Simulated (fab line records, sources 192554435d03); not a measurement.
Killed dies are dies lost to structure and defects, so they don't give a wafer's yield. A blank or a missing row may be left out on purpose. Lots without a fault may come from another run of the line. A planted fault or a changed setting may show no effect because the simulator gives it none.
Chamber matching | flow n5_finfet | N5_BEOL_M10_STRIP_19 on rie_diel-06: 4 sister chambers
The step strips in O2. 24 wafers are shown with their chamber, then 12 later ones without.

WAFERS WITH THEIR CHAMBER
wafer  | chamber | drypump_motor_current_A (A) | throttle_valve_pct (%) | oes_product_au (a.u.)
L077.1 | 0       | 5.2                         | 16.1                   | 0.90
L077.5 | 3       | 4.9                         | 16.7                   | 0.67
L077.6 | 0       | 5.2                         | 16.1                   | 0.90
L080.1 | 1       | 5.6                         | 16.8                   | 0.77
L080.2 | 3       | 5.0                         | 16.7                   | 0.67
L080.4 | 2       | 5.6                         | 16.2                   | 0.88
L083.1 | 2       | 5.6                         | 16.2                   | 0.88
L083.3 | 0       | 5.2                         | 16.1                   | 0.87
L083.5 | 0       | 5.2                         | 16.2                   | 0.88
L084.3 | 1       | 5.5                         | 16.9                   | 0.76
L084.5 | 2       | 5.6                         | 16.3                   | 0.86
L084.6 | 3       | 4.9                         | 16.3                   | 0.93
L086.2 | 2       | 5.6                         | 16.3                   | 0.85
L086.3 | 0       | 5.2                         | 16.2                   | 0.86
L086.5 | 2       | 5.6                         | 16.3                   | 0.86
L089.2 | 0       | 5.2                         | 16.2                   | 0.85
L089.3 | 3       | 4.9                         | 16.3                   | 0.91
L089.5 | 2       | 5.6                         | 16.2                   | 0.86
L092.3 | 2       | 5.6                         | 16.3                   | 0.86
L092.4 | 2       | 5.6                         | 16.3                   | 0.85
L092.5 | 0       | 5.2                         | 16.2                   | 0.85
L090.4 | 2       | 5.6                         | 16.2                   | 0.85
L090.5 | 3       | 4.9                         | 16.3                   | 0.91
L090.6 | 0       | 5.2                         | 16.2                   | 0.85

SIGNATURES (means of the wafers above)
reading                 | chamber 0 | chamber 1 | chamber 2 | chamber 3 | scatter within a chamber
drypump_motor_current_A | 5.200     | 5.550     | 5.600     | 4.920     | 0.0255
throttle_valve_pct      | 16.163    | 16.850    | 16.256    | 16.460    | 0.109
oes_product_au          | 0.8700    | 0.7650    | 0.8611    | 0.8180    | 0.0623
Rule: a wafer's distance from a chamber is the root of the sum, over the readings, of the square of ((its reading less the chamber's mean) divided by the reading's scatter). The wafer belongs to the nearest chamber; if the next one is less than 2 further off, it can't be placed. The scatter: the root of (the sum of the squares of (reading less its chamber's mean) over the shown wafers, divided by (wafers less chambers)).

WAFERS WITHOUT THEIR CHAMBER
wafer  | drypump_motor_current_A (A) | throttle_valve_pct (%) | oes_product_au (a.u.)
L091.2 | 5.6                         | 16.9                   | 0.76
L091.4 | 5.2                         | 16.2                   | 0.86
L091.6 | 5.6                         | 16.3                   | 0.85
L094.1 | 4.9                         | 16.3                   | 0.90
L094.2 | 5.2                         | 16.2                   | 0.85
L094.6 | 5.5                         | 16.9                   | 0.76
L093.1 | 5.0                         | 16.3                   | 0.89
L093.2 | 5.2                         | 16.2                   | 0.84
L093.6 | 5.2                         | 16.2                   | 0.84
L095.2 | 5.2                         | 16.2                   | 0.85
L095.3 | 4.9                         | 16.3                   | 0.90
L095.6 | 5.2                         | 16.2                   | 0.84

WHICH CHAMBER EACH WENT THROUGH
wafer  | from the rows above | in truth
L091.2 | 1                   | 1
L091.4 | 0                   | 0
L091.6 | 2                   | 2
L094.1 | 3                   | 3
L094.2 | 0                   | 0
L094.6 | 1                   | 1
L093.1 | 3                   | 3
L093.2 | 0                   | 0
L093.6 | 0                   | 0
L095.2 | 0                   | 0
L095.3 | 3                   | 3
L095.6 | 0                   | 0
Placed correctly: 12 of 12. Can't be placed from these rows: 0. Placed wrongly: 0.
